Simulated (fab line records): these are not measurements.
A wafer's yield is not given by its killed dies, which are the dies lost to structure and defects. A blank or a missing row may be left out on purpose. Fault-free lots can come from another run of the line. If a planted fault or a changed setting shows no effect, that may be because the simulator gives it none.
fab line records + flow n5Finfet
[record]
- lots = 12
- wafers = 33
- lastDay = 17
route steps=1938 shown FIN_CUT@163 STI_FIN_REVEAL@190 DUMMY_GATE@214
lots that met no fault: from a run of the same line without faults
startH: hours from the record's first day to the start of the lot's first wafer shown + waitH: hours from the lot's prior step to this one + " as in the row above + L1.1+2: a row that stands for several wafers + - either no value or no given start + * or withheld: withheld + < > ~ a bound
route shown NAME@n: a module of which the file shows steps, and the number in the route of the first + usual: mean/standard deviation of fault-free wafers + same: alike in all rows + chamber/n: place in a boat + sites: the reading at each site + _std_site: the values' standard deviation + _edge_site: the outer-site mean with the inner-site mean subtracted + radiusMm: how far each site lies from the wafer's centre + mask NAME#n: copy n + behind: tool/chamber where the wafer was last shaped + hold: why the lot went on hold/how many hours it stayed there/how the hold came to an end + device: the transistor (n, p or np) that didn't switch + end of line: tests of these same wafers at the route's end + for a step that has no rows: nothing shown but its recipe + killed: count of dies lost to structure and defects at first sort (not the wafer's yield) + map: the dies of a wafer, with x for killed, . for not killed, _ for no die there
set.NAME: the setting the step ran with; set.NAME@STEP: the setting that earlier step ran with + model.NAME: the simulator's own value behind a step, which no gauge read
route steps across a sampled set of lots; one table per step, one row per wafer
services: a tool's chamber out of use, with start hour (startH, from the record's first day; less than 0 if before it), hours out, and reason
[[steps]]
[step N5_FIN_CUT_CD_MEAS_08]
[recipe]
- targetCdNm = 29.1
- landingEnergyEv = 500
- detector = seInlens
- polarity = opening
[usual]
- cdNm = 29.11/0.21
| lot.wafer | tool     | chamber | startH | waitH | cdNm  |
|-----------|----------|---------|--------|-------|-------|
| L776.1    | cdSem-02 | 0       | 32.14  | -     | 28.89 |
| L776.2    | "        | 0       | "      | "     | 29.01 |
| L776.3    | "        | 0       | "      | "     | 28.97 |
| L778.2    | cdSem-02 | 0       | 44.94  | -     | 29.18 |
| L778.3    | "        | 0       | "      | "     | 29.38 |
| L778.5    | "        | 0       | "      | "     | 29.42 |
| L779.2    | cdSem-02 | 0       | 51.63  | -     | 29.09 |
| L779.3    | "        | 0       | "      | "     | 28.88 |
| L779.6    | "        | 0       | "      | "     | 28.84 |
| L780.1    | cdSem-03 | 0       | 57.27  | -     | 29.31 |
| L780.4    | "        | 0       | "      | "     | 29.11 |
| L780.6    | "        | 0       | "      | "     | 29.14 |
| L784.2    | cdSem-01 | 0       | 81.97  | -     | 29.12 |
| L784.4    | "        | 0       | "      | "     | 28.63 |
| L784.6    | "        | 0       | "      | "     | 29.20 |
| L785.1    | cdSem-03 | 0       | 87.20  | -     | 29.09 |
| L785.2    | "        | 0       | "      | "     | 29.28 |
| L785.6    | "        | 0       | "      | "     | 28.80 |
| L786.1    | cdSem-02 | 0       | 97.03  | -     | 29.73 |
| L786.5    | "        | 0       | "      | "     | 28.89 |
| L786.6    | "        | 0       | "      | "     | 29.19 |
| L791.3    | cdSem-02 | 0       | 124.43 | -     | 28.72 |
| L791.5    | "        | 0       | "      | "     | 29.04 |
| L791.6    | "        | 0       | "      | "     | 29.14 |
| L794.1    | cdSem-02 | 0       | 142.70 | -     | 29.24 |
| L794.6    | "        | 0       | "      | "     | 29.28 |
| L795.2    | cdSem-01 | 0       | 147.44 | -     | 29.16 |
| L795.6    | "        | 0       | "      | "     | 28.61 |
| L796.5    | cdSem-03 | 0       | 155.58 | -     | 29.08 |
| L796.6    | "        | 0       | "      | "     | 29.13 |
| L798.1    | cdSem-02 | 0       | 168.29 | -     | 28.78 |
| L798.2    | "        | 0       | "      | "     | 28.76 |
| L798.3    | "        | 0       | "      | "     | 29.10 |
[step N5_STI_FIN_REVEAL_ETCHBACK_08]
[recipe]
- chemistry = C4F6/O2
- target = SiO2
- targetDepthA = 305
- timeS = 10.167
- ionEnergyEv = 250
- pressureMtorr = 30
- sourceW = 345
- biasW = 185
- Ar_flow_sccm = 300
- C4F6_flow_sccm = 10
- O2_flow_sccm = 10
[usual]
- C4F6_flow_sccm = 10.00/0.032
- drypumpMotorCurrentA = 5.9/0.47
- oesProductAu = 0.76/0.077
- rfVppV = 660/13
- showerheadPlenumPTorr = 2.83/0.083
- throttleValvePct = 21.06/0.24
| lot.wafer | tool       | chamber | startH | waitH | C4F6_flow_sccm | drypumpMotorCurrentA | oesProductAu | rfHoursCounterH | rfVppV | showerheadPlenumPTorr | throttleValvePct |
|-----------|------------|---------|--------|-------|----------------|----------------------|--------------|-----------------|--------|-----------------------|------------------|
| L776.1    | rieDiel-05 | 2       | 39.17  | 0.2   | 10.00          | 5.9                  | 0.72         | 195             | 656    | 2.71                  | 21.20            |
| L776.2    | "          | 1       | "      | "     | 9.99           | 5.0                  | 0.75         | 147             | 645    | 2.85                  | 20.87            |
| L776.3    | "          | 3       | "      | "     | 10.03          | 6.1                  | 0.72         | 181             | 643    | 2.95                  | 20.86            |
| L778.2    | rieDiel-03 | 2       | 52.62  | 0.5   | 9.99           | 5.9                  | 0.74         | 181             | 669    | 2.95                  | 21.66            |
| L778.3    | "          | 1       | "      | "     | 9.95           | 6.6                  | 0.94         | 14              | 658    | 2.80                  | 20.82            |
| L778.5    | "          | 0       | "      | "     | 10.06          | 5.3                  | 0.76         | -               | 661    | 2.86                  | 21.20            |
| L779.2    | rieDiel-05 | 1       | 58.76  | 0.2   | 10.03          | 5.0                  | 0.75         | 154             | 646    | 2.84                  | 20.89            |
| L779.3    | "          | 2       | "      | "     | 9.99           | 5.9                  | 0.72         | 202             | 655    | 2.70                  | 21.21            |
| L779.6    | "          | 1       | "      | "     | 10.04          | 5.0                  | 0.74         | -               | 648    | 2.84                  | 20.88            |
| L780.1    | rieDiel-03 | 3       | 64.03  | 0.2   | 10.03          | 5.5                  | 1.02         | 0               | 673    | 2.82                  | 21.19            |
| L780.4    | "          | 0       | "      | "     | 10.09          | 5.3                  | 0.75         | 149             | 663    | 2.86                  | 21.18            |
| L780.6    | "          | 2       | "      | "     | 10.03          | 6.0                  | 0.75         | -               | 668    | 2.95                  | 21.66            |
| L784.2    | rieDiel-05 | 1       | 89.36  | 0.2   | 9.91           | 5.0                  | 0.73         | 164             | 646    | 2.84                  | 20.91            |
| L784.4    | "          | 0       | "      | "     | 9.96           | 5.8                  | 0.70         | 209             | 645    | 2.69                  | 20.92            |
| L784.6    | "          | 2       | "      | "     | 10.03          | 6.0                  | 0.71         | -               | 656    | 2.70                  | 21.21            |
| L785.1    | rieDiel-04 | 3       | 93.95  | 0.2   | 10.00          | 6.1                  | 0.83         | 84              | 683    | 2.77                  | 20.91            |
| L785.2    | "          | 1       | "      | "     | 10.01          | 6.1                  | 0.72         | 195             | 662    | 2.93                  | 20.85            |
| L785.6    | "          | 0       | "      | "     | 10.00          | 6.6                  | 0.71         | -               | 677    | 2.95                  | 20.88            |
| L786.1    | rieDiel-05 | 1       | 104.07 | 0.3   | 10.01          | 5.0                  | 0.73         | 170             | 647    | 2.84                  | 20.89            |
| L786.5    | "          | 0       | "      | "     | 10.02          | 5.9                  | 0.69         | -               | 646    | 2.69                  | 20.93            |
| L786.6    | "          | 1       | "      | "     | 9.98           | 5.0                  | 0.73         | -               | 646    | 2.84                  | 20.91            |
| L791.3    | rieDiel-03 | 1       | 131.37 | 0.1   | 10.03          | 6.6                  | 0.90         | 41              | 656    | 2.79                  | 20.86            |
| L791.5    | "          | 1       | "      | "     | 9.99           | 6.6                  | 0.90         | -               | 657    | 2.79                  | 20.87            |
| L791.6    | "          | 0       | "      | "     | 10.01          | 5.4                  | 0.74         | -               | 660    | 2.85                  | 21.23            |
| L794.1    | rieDiel-03 | 2       | 151.31 | 0.2   | 10.00          | 6.0                  | 0.72         | 211             | 667    | 2.94                  | 21.70            |
| L794.6    | "          | 1       | "      | "     | 10.00          | 6.6                  | 0.88         | -               | 655    | 2.79                  | 20.84            |
| L795.2    | rieDiel-03 | 0       | 154.37 | 0.2   | 9.92           | 5.4                  | 0.73         | 179             | 662    | 2.84                  | 21.24            |
| L795.6    | "          | 0       | "      | "     | 9.98           | 5.3                  | 0.73         | -               | 663    | 2.84                  | 21.24            |
| L796.5    | rieDiel-03 | 3       | 162.48 | 0.1   | 10.00          | 5.5                  | 0.91         | -               | 671    | 2.81                  | 21.25            |
| L796.6    | "          | 2       | "      | "     | 9.99           | 6.0                  | 0.72         | -               | 669    | 2.94                  | 21.71            |
| L798.1    | rieDiel-04 | 2       | 175.91 | 0.6   | 9.96           | 6.4                  | 0.70         | 212             | 651    | 2.80                  | 21.36            |
| L798.2    | "          | 1       | "      | "     | 9.91           | 6.1                  | 0.69         | 228             | 662    | 2.91                  | 20.90            |
| L798.3    | "          | 3       | "      | "     | 10.00          | 6.0                  | 0.80         | 118             | 683    | 2.76                  | 20.95            |
[step N5_STI_FIN_REVEAL_FIN_H_MEAS_10]
[usual]
- trenchDepthNm = 51.9/0.72
| lot.wafer | tool   | chamber | startH | waitH | trenchDepthNm |
|-----------|--------|---------|--------|-------|---------------|
| L776.1    | ocd-01 | -       | 42.19  | 0.0   | 52.0          |
| L776.2    | "      | -       | "      | "     | 51.6          |
| L776.3    | "      | -       | "      | "     | 51.1          |
| L778.2    | ocd-01 | -       | 55.72  | 0.0   | 52.6          |
| L778.3    | "      | -       | "      | "     | 54.5          |
| L778.5    | "      | -       | "      | "     | 52.7          |
| L779.2    | ocd-01 | -       | 61.97  | 0.0   | 51.6          |
| L779.3    | "      | -       | "      | "     | 51.8          |
| L779.6    | "      | -       | "      | "     | 51.3          |
| L780.1    | ocd-01 | -       | 67.51  | 0.0   | 52.4          |
| L780.4    | "      | -       | "      | "     | 52.3          |
| L780.6    | "      | -       | "      | "     | 52.0          |
| L784.2    | ocd-02 | -       | 92.41  | 0.0   | 51.1          |
| L784.4    | "      | -       | "      | "     | 51.6          |
| L784.6    | "      | -       | "      | "     | 51.5          |
| L785.1    | ocd-01 | -       | 97.43  | 0.0   | 52.9          |
| L785.2    | "      | -       | "      | "     | 53.4          |
| L785.6    | "      | -       | "      | "     | 51.8          |
| L786.1    | ocd-01 | -       | 107.06 | 0.0   | 51.4          |
| L786.5    | "      | -       | "      | "     | 51.4          |
| L786.6    | "      | -       | "      | "     | 52.0          |
| L791.3    | ocd-02 | -       | 134.38 | 0.0   | 53.2          |
| L791.5    | "      | -       | "      | "     | 53.5          |
| L791.6    | "      | -       | "      | "     | 51.7          |
| L794.1    | ocd-02 | -       | 154.30 | 0.0   | 51.1          |
| L794.6    | "      | -       | "      | "     | 45.9          |
| L795.2    | ocd-01 | -       | 157.33 | 0.0   | 52.6          |
| L795.6    | "      | -       | "      | "     | 45.2          |
| L796.5    | ocd-02 | -       | 165.44 | 0.0   | 46.7          |
| L796.6    | "      | -       | "      | "     | 45.4          |
| L798.1    | ocd-01 | -       | 178.88 | 0.0   | 51.8          |
| L798.2    | "      | -       | "      | "     | 52.2          |
| L798.3    | "      | -       | "      | "     | 52.5          |
[step N5_DUMMY_GATE_ALD_02]
[recipe]
- material = SiO2
- targetThkA = 20
- tempC = 300
- aldPrecursorFamily = BDEAS
- aldCoReactant = O2-plasma
- pulseTimeS = 1
- pressureTorr = 2
[usual]
- heaterPowerW = 485/52
- precursorPulseHeightRel = 1.001/0.02
| lot.wafer | tool      | chamber | startH | waitH | heaterPowerW | precursorPulseHeightRel |
|-----------|-----------|---------|--------|-------|--------------|-------------------------|
| L776.1    | aldSin-04 | 1       | 42.37  | 0.0   | 499          | 1.009                   |
| L776.2    | "         | 3       | "      | "     | 446          | 1.037                   |
| L776.3    | "         | 2       | "      | "     | 464          | 0.995                   |
| L778.2    | aldSin-03 | 1       | 56.04  | 0.2   | 502          | 1.015                   |
| L778.3    | "         | 0       | "      | "     | 427          | 1.009                   |
| L778.5    | "         | 1       | "      | "     | 509          | 1.004                   |
| L779.2    | aldSin-03 | 3       | 62.15  | 0.0   | 520          | 1.005                   |
| L779.3    | "         | 0       | "      | "     | 433          | 1.019                   |
| L779.6    | "         | 1       | "      | "     | 505          | 0.981                   |
| L780.1    | aldSin-01 | 2       | 67.69  | 0.0   | 403          | 1.006                   |
| L780.4    | "         | 1       | "      | "     | 526          | 0.985                   |
| L780.6    | "         | 3       | "      | "     | 629          | 1.014                   |
| L784.2    | aldSin-04 | 2       | 92.59  | 0.0   | 469          | 0.976                   |
| L784.4    | "         | 3       | "      | "     | 448          | 0.961                   |
| L784.6    | "         | 3       | "      | "     | 449          | 1.000                   |
| L785.1    | aldSin-03 | 3       | 97.62  | 0.0   | 530          | 0.989                   |
| L785.2    | "         | 2       | "      | "     | 496          | 0.976                   |
| L785.6    | "         | 3       | "      | "     | 500          | 1.052                   |
| L786.1    | aldSin-03 | 1       | 107.24 | 0.0   | 497          | 0.991                   |
| L786.5    | "         | 0       | "      | "     | 423          | 1.021                   |
| L786.6    | "         | 1       | "      | "     | 507          | 0.989                   |
| L791.3    | aldSin-03 | 0       | 134.57 | 0.0   | 425          | 1.025                   |
| L791.5    | "         | 0       | "      | "     | 429          | 1.006                   |
| L791.6    | "         | 1       | "      | "     | 509          | 1.002                   |
| L794.1    | aldSin-04 | 3       | 154.49 | 0.0   | 446          | 1.022                   |
| L794.6    | "         | 3       | "      | "     | 443          | 1.003                   |
| L795.2    | aldSin-03 | 1       | 157.58 | 0.1   | 520          | 0.996                   |
| L795.6    | "         | 1       | "      | "     | 501          | 1.023                   |
| L796.5    | aldSin-03 | 3       | 165.65 | 0.1   | 521          | 0.991                   |
| L796.6    | "         | 2       | "      | "     | 489          | 1.014                   |
| L798.1    | aldSin-03 | 3       | 180.21 | 1.2   | 523          | 1.011                   |
| L798.2    | "         | 0       | "      | "     | 437          | 1.016                   |
| L798.3    | "         | 2       | "      | "     | 484          | 1.018                   |
[step N5_DUMMY_GATE_CD_MEAS_15]
[recipe]
- targetCdNm = 25.8
- landingEnergyEv = 500
- detector = seInlens
[usual]
- cdNm = 25.03/0.24
| lot.wafer | tool     | chamber | startH | waitH | cdNm  |
|-----------|----------|---------|--------|-------|-------|
| L776.1    | cdSem-02 | 0       | 50.76  | -     | 25.04 |
| L776.2    | "        | 0       | "      | "     | 24.69 |
| L776.3    | "        | 0       | "      | "     | 25.22 |
| L778.2    | cdSem-02 | 0       | 64.54  | -     | 24.87 |
| L778.3    | "        | 0       | "      | "     | 24.77 |
| L778.5    | "        | 0       | "      | "     | 25.04 |
| L779.2    | cdSem-03 | 0       | 70.67  | -     | 25.15 |
| L779.3    | "        | 0       | "      | "     | 24.62 |
| L779.6    | "        | 0       | "      | "     | 25.01 |
| L780.1    | cdSem-01 | 0       | 76.09  | -     | 25.08 |
| L780.4    | "        | 0       | "      | "     | 25.16 |
| L780.6    | "        | 0       | "      | "     | 24.89 |
| L784.2    | cdSem-02 | 0       | 101.10 | -     | 25.37 |
| L784.4    | "        | 0       | "      | "     | 24.97 |
| L784.6    | "        | 0       | "      | "     | 25.16 |
| L785.1    | cdSem-02 | 0       | 106.16 | -     | 24.83 |
| L785.2    | "        | 0       | "      | "     | 24.97 |
| L785.6    | "        | 0       | "      | "     | 24.64 |
| L786.1    | cdSem-01 | 0       | 115.63 | -     | 24.90 |
| L786.5    | "        | 0       | "      | "     | 24.94 |
| L786.6    | "        | 0       | "      | "     | 24.92 |
| L791.3    | cdSem-02 | 0       | 142.99 | -     | 24.51 |
| L791.5    | "        | 0       | "      | "     | 24.86 |
| L791.6    | "        | 0       | "      | "     | 25.02 |
| L794.1    | cdSem-01 | 0       | 162.86 | -     | 24.90 |
| L794.6    | "        | 0       | "      | "     | 25.14 |
| L795.2    | cdSem-02 | 0       | 165.97 | -     | 24.91 |
| L795.6    | "        | 0       | "      | "     | 24.74 |
| L796.5    | cdSem-03 | 0       | 174.02 | -     | 24.43 |
| L796.6    | "        | 0       | "      | "     | 25.43 |
| L798.1    | cdSem-02 | 0       | 188.71 | -     | 25.49 |
| L798.2    | "        | 0       | "      | "     | 25.10 |
| L798.3    | "        | 0       | "      | "     | 25.33 |
[[services]]
| tool       | chamber | startH | hours | kind                        |
|------------|---------|--------|-------|-----------------------------|
| aldSin-03  | -       | 15.42  | 1.7   | repair                      |
| aldSin-04  | 2       | 15.67  | 2.9   | repair                      |
| rieDiel-05 | 0       | 37.87  | 5.3   | repair                      |
| aldSin-03  | 3       | 41.01  | 7.4   | repair                      |
| rieDiel-03 | 3       | 42.17  | -     | clean                       |
| rieDiel-03 | 3       | 42.17  | -     | consumableReplace:focusRing |
| rieDiel-03 | 3       | 42.17  | 19.3  | scheduledDown               |
| rieDiel-03 | 3       | 42.17  | 19.3  | ventCycle                   |
| aldSin-04  | 1       | 44.29  | 13.1  | repair                      |
| aldSin-01  | 3       | 57.64  | -     | calibration                 |
| aldSin-01  | 0       | 75.08  | 15.8  | repair                      |
| aldSin-04  | -       | 80.53  | 2.8   | pm                          |
| aldSin-01  | -       | 86.57  | 14.0  | pm                          |
| aldSin-01  | 1       | 86.57  | 14.0  | ventCycle                   |
| aldSin-01  | 2       | 86.57  | 14.0  | ventCycle                   |
| aldSin-01  | 3       | 86.57  | 14.0  | ventCycle                   |
| rieDiel-03 | -       | 95.44  | 6.3   | repair                      |
| aldSin-01  | 0       | 100.57 | -     | clean                       |
| aldSin-01  | 1       | 100.57 | -     | clean                       |
| rieDiel-04 | 1       | 111.29 | 4.4   | repair                      |
| aldSin-03  | 2       | 129.97 | 7.7   | repair                      |
| rieDiel-04 | 0       | 137.60 | 42.6  | repair                      |
| aldSin-04  | -       | 147.83 | 1.5   | repair                      |
| rieDiel-05 | -       | 172.74 | 15.6  | pm                          |
[[key]]
[firstSign]
- step = N5_STI_FIN_REVEAL_FIN_H_MEAS_10
- reading = trenchDepthNm
- direction = down
- sigmas = 8.6
- usual = 51.9
- struck = 45.8
effect none on later readings
metAt N5_STI_FIN_REVEAL_ETCHBACK_08
struckLots L794,L795,L796
struckWafers L794.6,L795.6,L796.5,L796.6
testerLeftOut L794,L795,L796
notActingAt N5_FIN_CUT_CD_MEAS_08,N5_DUMMY_GATE_ALD_02,N5_DUMMY_GATE_CD_MEAS_15
onsetBetween 131.37 151.31
[fault]
- kind = processParameterDrift
- tool = rieDiel-03
- chamber = -
- onsetH = 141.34
- steps = N5_STI_FIN_REVEAL_ETCHBACK_08
- channel = timeS
- offset = *
- shape = step
- endH = 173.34
- scope = struckWafersOnly
- actsIn = *
- stated = *
// testerLeftOut: of these lots the tester's yield and bins aren't shown, on N5 and GAA mostly nor the transistor test; their killed dies are dies lost to structure and defects alone, not to doping, threshold or leakage, so they don't give the yield
